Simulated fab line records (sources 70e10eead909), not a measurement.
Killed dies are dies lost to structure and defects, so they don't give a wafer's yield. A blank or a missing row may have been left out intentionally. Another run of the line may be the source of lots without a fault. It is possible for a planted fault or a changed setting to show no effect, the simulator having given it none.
Chamber matching	flow nand-harc	NHARC_P_GATE_ETCH_104 on rie-diel-08: 4 sister chambers
The step etches the open film in CF4/CHF3, target depth 60 nm. 8 wafers are shown with their chamber, then 12 later ones without.

EACH WAFER AND ITS CHAMBER
wafer	chamber	drypump-motor-current-A (A)	rf-vpp-V (V)
L082.1	3	6.2	367.5
L082.6	0	6.3	368.4
L084.1	0	6.3	368.6
L084.3	2	4.9	374.3
L084.4	1	6.1	369.8
L085.1	2	4.9	373.1
L085.2	1	6.2	369.8
L085.3	3	6.2	369.4

WAFERS WHOSE CHAMBER IS MISSING
wafer	drypump-motor-current-A (A)	rf-vpp-V (V)
L091.3	4.9	372.6
L091.4	6.3	368.8
L091.5	4.9	372.7
L094.1	6.1	370.6
L094.3	6.2	369.3
L094.6	6.2	368.2
L095.1	6.1	368.2
L095.3	6.2	367.8
L095.5	4.9	373.9
L096.2	6.2	368.0
L096.4	6.1	371.1
L096.5	4.9	373.9

THE CHAMBER EACH PASSED THROUGH
wafer	from the rows above	in truth
L091.3	2	2
L091.4	0	0
L091.5	2	2
L094.1	1	1
L094.3	can't be placed: 3 or 1 or 0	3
L094.6	3	3
L095.1	can't be placed: 1 or 3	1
L095.3	3	3
L095.5	2	2
L096.2	3	3
L096.4	1	1
L096.5	2	2
10 of 12 placed correctly. Unplaceable from these rows: 2, with the true chamber sitting among the candidates in 2. 0 placed wrongly.
How it was worked out, from the rows above alone: a wafer's distance from a chamber is the root of the sum, over the readings, of the square of ((its reading less the chamber's mean) divided by the reading's scatter). The wafer belongs to the nearest chamber; if the next one is less than 2 further off, it can't be placed. For every chamber, the mean is computed from those of its wafers that are shown. How the scatter is found: for the shown wafers, subtract from each reading the mean of its chamber, square and add these, divide the total by (wafers less chambers), then take the root.
